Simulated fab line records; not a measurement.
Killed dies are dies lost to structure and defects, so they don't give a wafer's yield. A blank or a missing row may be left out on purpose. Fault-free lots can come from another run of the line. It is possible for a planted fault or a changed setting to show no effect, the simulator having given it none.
Which tool is to blame?    flow nand-harc    11 lots, 33 wafers sampled, at 5 steps of a route of 1302

WHAT THE GAUGES READ, wafer by wafer
NHARC_END_SORT_01.
lot   measured      on         killed-at-array  killed-at-other  killed-at-periphery  killed-dies  killed-open  killed-short
L496  day 32 20:02  prober-01  155 152 147      2 2 0            1 1 3                158 155 150  2 2 3        1 2 2
L498  day 33 03:02  prober-01  150 131 135      3 2 1            9 8 8                162 141 144  9 2 2        4 4 2

WHICH TOOL RAN EACH LOT (tool, then ch and the chambers of the sampled wafers, then the start)
lot   NHARC_A_CHANNEL_FILL_D1_ETCHBACK_19  NHARC_A_BONDPAD_DESCUM_11           NHARC_A_BONDPAD_STRIP_15            NHARC_HYBRID_BOND_ACTIVATE_00
L476  rie-si-02 ch 1,2,3, day 10 00:59     rie-diel-03 ch 0,2,3, day 22 22:52  rie-diel-03 ch 0,1,2, day 22 23:16  rie-diel-07 ch 0,1, day 23 01:31
L479  rie-si-03 ch 2,3, day 11 06:23       rie-diel-13 ch 0,1, day 24 08:46    rie-diel-13 ch 0,1, day 24 09:13    rie-diel-08 ch 0,1,3, day 24 11:28
L480  rie-si-03 ch 0,2,3, day 11 15:22     rie-diel-13 ch 1,2,3, day 25 01:41  rie-diel-03 ch 1,2,3, day 25 02:05  rie-diel-01 ch 1,3, day 25 04:17
L481  rie-si-05 ch 0,1,2, day 11 23:00     rie-diel-03 ch 0,2,3, day 25 00:57  rie-diel-13 ch 0,2,3, day 25 01:20  rie-diel-01 ch 1,2,3, day 25 03:35
L482  rie-si-03 ch 0,1,3, day 12 07:08     rie-diel-03 ch 0,1,3, day 24 21:47  rie-diel-13 ch 0,1,3, day 24 22:11  rie-diel-07 ch 0,2,3, day 25 00:24
L483  rie-si-03 ch 2,3, day 13 03:25       rie-diel-13 ch 0,3, day 26 10:39    rie-diel-12 ch 2,3, day 26 11:02    rie-diel-01 ch 0,1,2, day 26 13:18
L484  rie-si-03 ch 0,3, day 13 10:52       rie-diel-13 ch 0,1,3, day 26 10:54  rie-diel-13 ch 2,3, day 26 11:17    rie-diel-07 ch 0,2, day 26 13:34
L485  rie-si-02 ch 1,2, day 13 23:34       rie-diel-13 ch 0,2, day 27 08:14    rie-diel-13 ch 0,2,3, day 27 08:40  rie-diel-01 ch 0,1,3, day 27 10:55
L487  rie-si-03 ch 1,2,3, day 14 10:47     rie-diel-13 ch 0,2,3, day 28 06:28  rie-diel-13 ch 1,3, day 28 06:52    rie-diel-01 ch 0,2,3, day 28 09:06
L496  rie-si-03 ch 2,3, day 18 04:38       rie-diel-03 ch 0,1, day 31 08:22    rie-diel-13 ch 2,3, day 31 08:48    rie-diel-08 ch 1,2, day 31 11:04
L498  rie-si-03 ch 0,1,2, day 19 01:32     rie-diel-13 ch 0,1,3, day 31 19:50  rie-diel-12 ch 0,1,3, day 31 20:14  rie-diel-07 ch 1,3, day 31 22:28
- NHARC_A_CHANNEL_FILL_D1_ETCHBACK_19: etches the open film in HBr/Cl2, target depth 5 nm, time 1.7 s.
- NHARC_A_BONDPAD_DESCUM_11: chemistry O2, time 3 s.
- NHARC_A_BONDPAD_STRIP_15: strips in O2.
- NHARC_HYBRID_BOND_ACTIVATE_00: chemistry N2, time 60 s.

WHAT THE TOOLS THEMSELVES READ (means of the sampled wafers that have a number; where no wafer has one, the mark that the record gives instead)
NHARC_A_CHANNEL_FILL_D1_ETCHBACK_19.
lot   tool       drypump-motor-current-A (A)  oes-product-au (a.u.)  throttle-valve-pct (%)
L476  rie-si-02  5.7                          0.999                  26.406
L479  rie-si-03  6.2                          0.990                  26.405
L480  rie-si-03  6.3                          1.000                  26.401
L481  rie-si-05  6.0                          0.976                  26.402
L482  rie-si-03  6.1                          1.008                  26.409
L483  rie-si-03  6.2                          0.993                  26.408
L484  rie-si-03  6.3                          1.005                  26.407
L485  rie-si-02  5.7                          1.001                  26.413
L487  rie-si-03  6.1                          1.000                  26.409
L496  rie-si-03  6.4                          0.987                  26.399
L498  rie-si-03  6.2                          0.998                  26.398

NHARC_A_BONDPAD_DESCUM_11.
lot   tool         drypump-motor-current-A (A)  oes-product-au (a.u.)  rf-vpp-V (V)  showerhead-plenum-p-Torr (Torr)  throttle-valve-pct (%)
L476  rie-diel-03  5.6                          0.998                  57.7          1.88                             11.315
L479  rie-diel-13  5.6                          1.011                  57.5          1.78                             11.311
L480  rie-diel-13  5.6                          1.008                  58.6          1.87                             11.308
L481  rie-diel-03  5.6                          1.000                  57.3          1.88                             11.313
L482  rie-diel-03  5.4                          0.999                  58.7          1.89                             11.310
L483  rie-diel-13  5.1                          1.011                  57.1          1.79                             11.309
L484  rie-diel-13  5.4                          1.009                  57.8          1.79                             11.309
L485  rie-diel-13  5.0                          0.995                  57.3          1.87                             11.307
L487  rie-diel-13  5.2                          0.998                  58.1          1.87                             11.316
L496  rie-diel-03  5.3                          1.013                  57.0          1.82                             11.312
L498  rie-diel-13  5.4                          0.990                  57.1          1.79                             11.306

NHARC_A_BONDPAD_STRIP_15.
lot   tool         drypump-motor-current-A (A)  oes-product-au (a.u.)  rf-vpp-V (V)  showerhead-plenum-p-Torr (Torr)  throttle-valve-pct (%)
L476  rie-diel-03  5.6                          1.006                  57.6          3.37                             17.034
L479  rie-diel-13  5.2                          1.010                  57.2          3.31                             17.042
L480  rie-diel-03  5.4                          0.993                  57.8          3.50                             17.040
L481  rie-diel-13  5.2                          1.000                  56.4          3.46                             17.036
L482  rie-diel-13  5.4                          1.006                  57.3          3.32                             17.033
L483  rie-diel-12  5.9                          0.998                  57.0          3.58                             17.036
L484  rie-diel-13  5.4                          1.007                  58.1          3.60                             17.035
L485  rie-diel-13  5.2                          1.008                  57.7          3.46                             17.035
L487  rie-diel-13  5.5                          1.009                  57.7          3.31                             17.042
L496  rie-diel-13  5.4                          0.979                  57.6          3.46                             17.041
L498  rie-diel-12  5.8                          1.000                  57.6          3.43                             17.037

NHARC_HYBRID_BOND_ACTIVATE_00.
lot   tool         drypump-motor-current-A (A)  oes-product-au (a.u.)  rf-vpp-V (V)  showerhead-plenum-p-Torr (Torr)
L476  rie-diel-07  6.0                          1.001                  63.7          1.71
L479  rie-diel-08  5.9                          1.000                  64.1          1.81
L480  rie-diel-01  5.4                          0.984                  64.7          1.80
L481  rie-diel-01  5.4                          0.988                  64.1          1.77
L482  rie-diel-07  5.5                          0.997                  63.7          1.71
L483  rie-diel-01  5.7                          0.992                  63.1          1.71
L484  rie-diel-07  5.9                          1.005                  63.2          1.73
L485  rie-diel-01  5.7                          0.994                  63.8          1.78
L487  rie-diel-01  5.6                          1.001                  65.0          1.74
L496  rie-diel-08  5.6                          0.993                  64.0          1.71
L498  rie-diel-07  5.8                          1.015                  63.2          1.66

THE ANSWER, worked out from the rows above alone
Rule: what is usual is taken from the lots themselves. Put in order of their means at a reading, lots are off if they are a third of the lots or fewer, leave a main group of 4 or more, and stand apart from it by a gap of 3 or more times the standard deviation of the main group's means; of several such gaps the widest counts. A main group is skipped when, at the precision printed for the reading in the tables above, its means are all equal. Also off: a lot with no number at a reading for which 4 or more lots have one. Where the step has rows for the other lots, those lots are counted as sound. The gauges are gone through in route order, then the tools' own readings, and for those a lot's mean is taken as printed above. At the first step where some lot is off, the reading lying furthest off is the one used; lots without a number count as furthest.
No lot is off at any reading shown: from this, nothing can be told.

WHAT HAD BEEN PUT IN BY THE SIMULATOR
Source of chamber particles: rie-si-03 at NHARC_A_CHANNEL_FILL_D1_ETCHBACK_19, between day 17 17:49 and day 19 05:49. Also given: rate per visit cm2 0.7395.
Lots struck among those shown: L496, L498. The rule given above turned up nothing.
